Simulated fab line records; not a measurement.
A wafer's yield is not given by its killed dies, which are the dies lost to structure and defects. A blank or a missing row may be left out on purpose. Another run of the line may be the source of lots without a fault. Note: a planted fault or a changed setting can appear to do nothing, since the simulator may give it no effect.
Which tool was responsible? | flow n5 finfet | 12 lots with 32 wafers sampled at 2 steps, on a route of 1938 steps

WHAT EACH GAUGE READ, for each wafer
N5_BEOL_M2_OVL_MEAS_12. Usual: for M2_OVL the level is 0.1 nm and the standard deviation is 0.66.
lot  | measured     | on         | M2_OVL (nm)    | flag
L448 | day 6 11:35  | overlay-02 | -1.0 -0.4      |
L450 | day 7 02:28  | overlay-01 | -0.6 0.2 -0.5  |
L452 | day 7 11:53  | overlay-01 | 1.9 0.5 1.1    |
L454 | day 8 08:22  | overlay-01 | -0.6 -0.6 -0.3 |
L456 | day 8 15:54  | overlay-01 | -0.5 -0.6 -0.9 |
L459 | day 9 03:35  | overlay-02 | 0.3 -0.6       |
L460 | day 9 22:25  | overlay-01 | -0.1 0.3 0.2   |
L464 | day 10 12:08 | overlay-02 | 0.2            |
L466 | day 11 00:18 | overlay-01 | 1.1 0.2 0.9    |
L467 | day 11 10:16 | overlay-01 | 0.7 1.8 -0.3   |
L468 | day 11 21:14 | overlay-01 | 1.0 0.5 0.8    |
L469 | day 13 14:47 | overlay-01 | -0.3 -0.5 -0.8 |

TOOL THAT RAN EACH LOT (tool first, then ch and the chambers of the sampled wafers, then the start)
lot  | N5_BEOL_M1_ANNEAL_87
L448 | pvd sputter-01, day 6 07:42
L450 | pvd sputter-02, day 6 21:14
L452 | pvd sputter-02, day 7 07:55
L454 | pvd sputter-02, day 7 23:27
L456 | pvd sputter-03, day 8 10:04
L459 | pvd sputter-03, day 9 00:19
L460 | pvd sputter-01, day 9 19:17
L464 | pvd sputter-01, day 10 09:09
L466 | pvd sputter-03, day 10 20:30
L467 | pvd sputter-02, day 11 07:19
L468 | pvd sputter-02, day 11 17:49
L469 | pvd sputter-02, day 12 02:53
- N5_BEOL_M1_ANNEAL_87: time 240 s.

WHAT THE TOOLS THEMSELVES READ (means of the sampled wafers that have a number; where no wafer has one, the mark that the record gives instead)
N5_BEOL_M1_ANNEAL_87. Usual: heater power w 819 W, standard deviation 61; susceptor temp C 400.01 C, standard deviation 0.23; susceptor_temp_C_max 401.1, standard deviation 0.48.
lot  | tool           | heater power w (W) | susceptor temp C (C) | susceptor_temp_C_max | flag
L448 | pvd sputter-01 | 764                | 399.75               | 401.1                |
L450 | pvd sputter-02 | 792                | 399.98               | 400.9                |
L452 | pvd sputter-02 | 864                | 400.12               | 401.4                |
L454 | pvd sputter-02 | 797                | 400.05               | 401.0                |
L456 | pvd sputter-03 | 852                | 400.14               | 401.0                |
L459 | pvd sputter-03 | 953                | 400.38               | 401.3                |
L460 | pvd sputter-01 | 794                | 400.15               | 401.3                |
L464 | pvd sputter-01 | 812                | 400.00               | 401.0                |
L466 | pvd sputter-03 | 921                | 399.91               | 400.5                |
L467 | pvd sputter-02 | 787                | 400.30               | 401.3                |
L468 | pvd sputter-02 | 862                | 399.93               | 401.3                |
L469 | pvd sputter-02 | 819                | 399.91               | 400.8                |

THE ANSWER, worked out from the rows above alone
Rule: a lot is off if the mean of its wafers that have a number lies more than 3 standard deviations from the usual mean. A lot without any number at a reading at which 4 lots or more have one is off too. Where the step has rows for the other lots, those lots are counted as sound. First the gauges in route order, then the tools' own readings, where a lot's mean is used as printed above. The first step at which some lot is off is used, and at that step the reading that is off furthest; a lot without a number counts as furthest.
No lot is off on any of the readings shown, so nothing can be concluded from this.

WHAT THE SIMULATOR HAD INSERTED
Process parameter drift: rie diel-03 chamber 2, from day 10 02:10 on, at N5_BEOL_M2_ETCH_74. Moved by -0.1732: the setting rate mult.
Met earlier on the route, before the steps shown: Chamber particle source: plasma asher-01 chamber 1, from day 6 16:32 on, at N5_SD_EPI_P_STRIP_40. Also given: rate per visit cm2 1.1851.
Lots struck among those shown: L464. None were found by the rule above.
